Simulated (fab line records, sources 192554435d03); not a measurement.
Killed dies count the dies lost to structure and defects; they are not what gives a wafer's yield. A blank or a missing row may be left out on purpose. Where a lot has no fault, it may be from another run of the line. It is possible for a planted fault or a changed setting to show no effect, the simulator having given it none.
The tool behind it: which one? :: flow n5_finfet :: Sampling: 24 lots, 72 wafers, 4 of 1938 route steps

## WHAT THE GAUGES SHOWED, per wafer
N5_BEOL_M6_RS_MEAS_57: a four-point-probe measurement.
lot: L074
measured: day 8 08:55
on: film_metro-02
M6_RS (ohm/sq): 0.273 0.262 0.285

lot: L075
measured: day 8 22:39
on: film_metro-02
M6_RS (ohm/sq): 0.294 0.279 0.283

lot: L078
measured: day 9 07:06
on: film_metro-01
M6_RS (ohm/sq): 0.272 0.281 0.264

lot: L077
measured: day 9 11:38
on: film_metro-01
M6_RS (ohm/sq): 0.292 0.283 0.287

lot: L076
measured: day 9 12:22
on: film_metro-01
M6_RS (ohm/sq): 0.291 0.294 0.298

lot: L079
measured: day 9 14:06
on: film_metro-02
M6_RS (ohm/sq): 0.286 0.300 0.289

lot: L080
measured: day 10 01:57
on: film_metro-02
M6_RS (ohm/sq): 0.266 0.278 0.276

lot: L081
measured: day 10 12:20
on: film_metro-01
M6_RS (ohm/sq): 0.294 0.285 0.296

lot: L083
measured: day 10 13:53
on: film_metro-01
M6_RS (ohm/sq): 0.291 0.292 0.281

lot: L082
measured: day 10 18:39
on: film_metro-01
M6_RS (ohm/sq): 0.268 0.282 0.275

lot: L084
measured: day 10 21:20
on: film_metro-02
M6_RS (ohm/sq): 0.279 0.283 0.275

lot: L085
measured: day 11 17:22
on: film_metro-01
M6_RS (ohm/sq): 0.293 0.289 0.284

lot: L086
measured: day 11 23:58
on: film_metro-02
M6_RS (ohm/sq): 0.291 0.264 0.290

lot: L087
measured: day 12 00:05
on: film_metro-02
M6_RS (ohm/sq): 0.279 0.283 0.283

lot: L088
measured: day 12 01:35
on: film_metro-01
M6_RS (ohm/sq): 0.272 0.282 0.280

lot: L089
measured: day 12 02:52
on: film_metro-02
M6_RS (ohm/sq): 0.279 0.280 0.285

lot: L090
measured: day 12 18:43
on: film_metro-02
M6_RS (ohm/sq): 0.296 0.278 0.281

lot: L092
measured: day 13 03:08
on: film_metro-01
M6_RS (ohm/sq): 0.285 0.286 0.289

lot: L091
measured: day 13 03:33
on: film_metro-02
M6_RS (ohm/sq): 0.290 0.285 0.292

lot: L093
measured: day 13 10:15
on: film_metro-01
M6_RS (ohm/sq): 0.272 0.281 0.279

lot: L095
measured: day 14 01:28
on: film_metro-02
M6_RS (ohm/sq): 0.272 0.261 0.274

lot: L094
measured: day 14 04:59
on: film_metro-02
M6_RS (ohm/sq): 0.294 0.284 0.294

lot: L096
measured: day 14 05:27
on: film_metro-02
M6_RS (ohm/sq): 0.303 0.293 0.299

lot: L097
measured: day 14 22:36
on: film_metro-02
M6_RS (ohm/sq): 0.288 0.295 0.290

N5_BEOL_M7_CD_MEAS_18: pitch 80 nm, target cd 40 nm.
lot: L074
measured: day 8 13:51
on: cd_sem-02
cd_nm (nm): 39.6 39.1 39.3

lot: L075
measured: day 9 01:29
on: cd_sem-02
cd_nm (nm): 40.2 40.3 40.3

lot: L078
measured: day 9 10:09
on: cd_sem-01
cd_nm (nm): 39.8 40.0 39.5

lot: L077
measured: day 9 13:39
on: cd_sem-02
cd_nm (nm): 40.4 39.9 39.2

lot: L076
measured: day 9 16:19
on: cd_sem-01
cd_nm (nm): 40.4 39.7 39.2

lot: L079
measured: day 9 17:08
on: cd_sem-02
cd_nm (nm): 39.5 39.6 39.6

lot: L080
measured: day 10 03:56
on: cd_sem-01
cd_nm (nm): 40.2 40.1 39.4

lot: L081
measured: day 10 14:56
on: cd_sem-02
cd_nm (nm): 38.3 39.7 38.7

lot: L083
measured: day 10 16:03
on: cd_sem-02
cd_nm (nm): 39.3 39.5 39.0

lot: L082
measured: day 10 21:25
on: cd_sem-01
cd_nm (nm): 40.2 38.8 39.3

lot: L084
measured: day 11 00:50
on: cd_sem-02
cd_nm (nm): 39.3 40.0 40.6

lot: L085
measured: day 11 21:21
on: cd_sem-01
cd_nm (nm): 39.6 40.2 39.8

lot: L086
measured: day 12 02:18
on: cd_sem-02
cd_nm (nm): 41.2 40.5 41.0

lot: L087
measured: day 12 02:43
on: cd_sem-02
cd_nm (nm): 40.0 39.9 40.1

lot: L088
measured: day 12 04:40
on: cd_sem-01
cd_nm (nm): 39.3 38.7 39.7

lot: L089
measured: day 12 05:27
on: cd_sem-01
cd_nm (nm): 40.4 40.7 39.5

lot: L090
measured: day 12 22:02
on: cd_sem-02
cd_nm (nm): 40.9 40.8 40.3

lot: L092
measured: day 13 06:26
on: cd_sem-02
cd_nm (nm): 40.2 39.5 38.8

lot: L091
measured: day 13 07:10
on: cd_sem-01
cd_nm (nm): 40.5 40.5 41.7

lot: L093
measured: day 13 12:08
on: cd_sem-02
cd_nm (nm): 40.6 39.7 39.4

lot: L095
measured: day 14 03:13
on: cd_sem-02
cd_nm (nm): 41.4 40.3 40.9

lot: L094
measured: day 14 06:55
on: cd_sem-01
cd_nm (nm): 39.0 39.0 39.4

lot: L096
measured: day 14 09:40
on: cd_sem-03
cd_nm (nm): 40.6 39.7 40.3

lot: L097
measured: day 15 00:51
on: cd_sem-02
cd_nm (nm): 40.8 40.3 40.4

N5_BEOL_M7_OVL_MEAS_29.
lot: L074
measured: day 8 14:19
on: overlay-01
V6_OVL (nm): 0.3 -0.4 -0.5

lot: L075
measured: day 9 01:56
on: overlay-01
V6_OVL (nm): 0.5 0.0 0.3

lot: L078
measured: day 9 10:29
on: overlay-01
V6_OVL (nm): 0.1 0.8 0.8

lot: L077
measured: day 9 15:20
on: overlay-01
V6_OVL (nm): -0.5 -0.4 0.8

lot: L076
measured: day 9 17:05
on: overlay-01
V6_OVL (nm): -0.4 0.8 -0.4

lot: L079
measured: day 9 18:05
on: overlay-01
V6_OVL (nm): 0.9 0.1 0.8

lot: L080
measured: day 10 04:28
on: overlay-02
V6_OVL (nm): -0.1 -0.6 -0.6

lot: L081
measured: day 10 15:16
on: overlay-01
V6_OVL (nm): -0.5 -1.0 -0.6

lot: L083
measured: day 10 16:23
on: overlay-02
V6_OVL (nm): -0.4 -1.0 0.1

lot: L082
measured: day 10 23:10
on: overlay-02
V6_OVL (nm): -1.0 -0.6 -0.2

lot: L084
measured: day 11 01:36
on: overlay-02
V6_OVL (nm): -0.4 -1.1 -0.9

lot: L085
measured: day 11 21:41
on: overlay-01
V6_OVL (nm): 0.5 1.4 0.1

lot: L086
measured: day 12 02:59
on: overlay-02
V6_OVL (nm): 1.3 0.8 0.2

lot: L087
measured: day 12 03:07
on: overlay-01
V6_OVL (nm): 0.1 0.7 -0.4

lot: L088
measured: day 12 05:06
on: overlay-02
V6_OVL (nm): 0.5 -0.1 -0.2

lot: L089
measured: day 12 05:59
on: overlay-01
V6_OVL (nm): -0.5 -0.3 0.0

lot: L090
measured: day 12 22:31
on: overlay-01
V6_OVL (nm): -1.1 -0.6 0.0

lot: L092
measured: day 13 14:33
on: overlay-02
V6_OVL (nm): 0.0 -0.5 0.3

lot: L091
measured: day 13 14:23
on: overlay-01
V6_OVL (nm): 0.0 0.8 -0.9

lot: L093
measured: day 13 21:14
on: overlay-02
V6_OVL (nm): 0.3 0.6 -0.4

lot: L095
measured: day 14 05:06
on: overlay-02
V6_OVL (nm): -0.1 -0.7 -0.3

lot: L094
measured: day 14 07:29
on: overlay-02
V6_OVL (nm): 0.0 -0.2 -0.2

lot: L096
measured: day 14 14:49
on: overlay-01
V6_OVL (nm): -0.3 -0.8 0.0

lot: L097
measured: day 15 02:11
on: overlay-02
V6_OVL (nm): -0.5 -0.1 -0.3

N5_BEOL_M8_INSPECT_30: inspects for defects (brightfield).
lot: L074
measured: day 8 23:41
on: defect_inspect-01
raw_defect_count: 375 215 294

lot: L075
measured: day 9 10:50
on: defect_inspect-02
raw_defect_count: 613 632 544

lot: L078
measured: day 9 18:02
on: defect_inspect-02
raw_defect_count: 417 351 463

lot: L077
measured: day 9 21:28
on: defect_inspect-01
raw_defect_count: 280 494 339

lot: L076
measured: day 10 00:46
on: defect_inspect-02
raw_defect_count: 435 536 468

lot: L079
measured: day 10 04:07
on: defect_inspect-01
raw_defect_count: 266 504 432

lot: L080
measured: day 10 13:43
on: defect_inspect-01
raw_defect_count: 394 585 477

lot: L081
measured: day 10 23:09
on: defect_inspect-01
raw_defect_count: 490 399 446

lot: L083
measured: day 10 23:11
on: defect_inspect-01
raw_defect_count: 247 290 350

lot: L082
measured: day 11 07:10
on: defect_inspect-02
raw_defect_count: 265 356 243

lot: L084
measured: day 11 09:50
on: defect_inspect-01
raw_defect_count: 257 299 216

lot: L085
measured: day 12 03:47
on: defect_inspect-01
raw_defect_count: 450 417 369

lot: L086
measured: day 12 10:18
on: defect_inspect-02
raw_defect_count: 379 364 369

lot: L087
measured: day 12 10:21
on: defect_inspect-01
raw_defect_count: 323 329 360

lot: L088
measured: day 12 15:53
on: defect_inspect-01
raw_defect_count: 450 521 517

lot: L089
measured: day 12 15:50
on: defect_inspect-01
raw_defect_count: 259 249 252

lot: L090
measured: day 13 11:32
on: defect_inspect-02
raw_defect_count: 535 407 372

lot: L092
measured: day 14 02:38
on: defect_inspect-01
raw_defect_count: 433 373 364

lot: L091
measured: day 14 02:36
on: defect_inspect-01
raw_defect_count: 454 416 329

lot: L093
measured: day 14 05:04
on: defect_inspect-02
raw_defect_count: 395 328 455

lot: L095
measured: day 14 14:55
on: defect_inspect-02
raw_defect_count: 330 332 402

lot: L094
measured: day 14 16:39
on: defect_inspect-02
raw_defect_count: 332 413 265

lot: L096
measured: day 14 22:46
on: defect_inspect-02
raw_defect_count: 349 302 314

lot: L097
measured: day 15 08:57
on: defect_inspect-01
raw_defect_count: 349 356 259

## TOOL THAT RAN EACH LOT (tool first, then ch and the chambers of the sampled wafers, then the start)
There is no process step in the record ahead of these readings.

## AS READ BY THE TOOLS THEMSELVES (means over the sampled wafers that have a number; for cases with no such wafer, the mark the record gives instead)
The record holds no such reading with a usual standard deviation.

## THE ANSWER, worked out from the rows above alone
Rule: the lots themselves supply what counts as usual. Put in order of their means at a reading, lots are off if they are a third of the lots or fewer, leave a main group of 4 or more, and stand apart from it by a gap of 3 or more times the standard deviation of the main group's means; of several such gaps the widest counts. Not used: any main group whose means are identical at the precision the tables above print for the reading. A lot without any number at a reading at which 4 lots or more have one is off too. Where the step has rows for the other lots, those lots are counted as sound. First the gauges in route order, then the tools' own readings, where a lot's mean is used as printed above. The first step at which some lot is off is used, and at that step the reading that is off furthest; a lot without a number counts as furthest.
None of the lots is off at any reading shown; this tells nothing.

## WHAT HAD BEEN PUT IN BY THE SIMULATOR
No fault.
